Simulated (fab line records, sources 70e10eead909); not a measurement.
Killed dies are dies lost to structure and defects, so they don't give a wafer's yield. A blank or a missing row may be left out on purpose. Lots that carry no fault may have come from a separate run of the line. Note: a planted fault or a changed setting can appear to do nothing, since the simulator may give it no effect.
8D (eight disciplines) problem report, filled in by code / flow nand_harc / the parts of the form that need people (team, actions taken, sign-off) are left out

== 1. PROBLEM STATEMENT ==
Mean of killed_at_periphery at NHARC_END_SORT_01: 646.8 across 6 wafers in 2 lots; on wafers with no fault it is 3.0 (standard deviation 2.5). That is +99 or more standard deviations from the usual mean.
The first sign was on wafer L174.1 at day 23 13:57, on prober-02. The record holds 6 wafers of 2 lots with a number at this step. The rule behind "out" and "out of limits": a value lying over 4 standard deviations away from the usual mean. Any other wafer with a number is counted as sound.

== 2. WHAT IT IS, WHAT IT ISN'T ==
question=which readings at this step; is=killed_at_periphery, killed_dies; is not=killed_at_array
question=which lots; is=L174, L175; is not=-
question=which wafers of those lots; is=all that have a number; is not=-
question=read on which gauges; is=prober-02; is not=-
question=when; is=from day 23 13:57; is not=up to then (0 sound wafers)

== 3. THE SUSPECTS, EACH WITH WHAT RULES IT OUT ==
Counting: a tool at a process step up to the reading stays a suspect if it ran every lot that is out and no sound lot after the first of them.
- the gauge at NHARC_END_SORT_01: kept. All the wafers that are out were read on prober-02, and no step on other tools shows them out.
- rtp_anneal-02 at NHARC_P_ZERO_WELL_RTA_42 (time 300 s): kept. It ran every lot that is out, first L174 (day 6 07:07), and no sound lot after that.
- lpcvd_poly-04 at NHARC_P_GATE_CVD_17 (deposits poly-Si, target thk 150 nm, time 900 s): kept. It ran every lot that is out, first L174 (day 9 00:37), and no sound lot after that.
rtp_anneal-02 at NHARC_P_ZERO_WELL_RTA_42, lpcvd_poly-04 at NHARC_P_GATE_CVD_17 and prober-02 at NHARC_END_SORT_01 are what is left after counting.

== 4. THE CAUSE (what the simulator had put in) ==
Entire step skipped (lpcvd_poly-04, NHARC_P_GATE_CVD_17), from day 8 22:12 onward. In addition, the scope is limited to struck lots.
This tool is one of the 3 suspects left after counting.

== 5. THE CHAIN OF EFFECTS, in route order ==
Each row: a reading where the mean over the struck wafers with a number is more than 3 standard deviations away from the usual. Scope: only readings with a usual standard deviation given in the record; hours: median across lots of the time from each lot's start at the first step in this table that gives one to its start at this step; sigmas: change in usual standard deviations.
hours=0; step=NHARC_END_SORT_01; reading=killed_at_periphery; usual=3.0; on struck wafers=646.8; change=+643.8; sigmas=+99 or more
hours=0; step=NHARC_END_SORT_01; reading=killed_dies; usual=29; on struck wafers=677; change=+648; sigmas=+59
Readings that are blank on the struck wafers while sound wafers have them: run_length_s at NHARC_P_GATE_CVD_17; spike_tc_bottom_C at NHARC_P_GATE_CVD_17; zone_power_bottom_pct at NHARC_P_GATE_CVD_17.

== 6. HOW IT WOULD HAVE BEEN CAUGHT EARLIER ==
The first out-of-limits reading at a measuring or inspecting step in this record came at day 23 13:57, 352 hours after the fault's start at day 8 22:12.
At NHARC_P_GATE_CVD_17 the tool's readings are blank on the struck wafers, where sound wafers have them: an empty tool record is the first sign, and it was there at once.
Each of the lots that are out, 2 in all, had begun NHARC_P_GATE_CVD_17 on lpcvd_poly-04 no later than day 23 13:57. Tool hold at that time: it would have spared none of them.
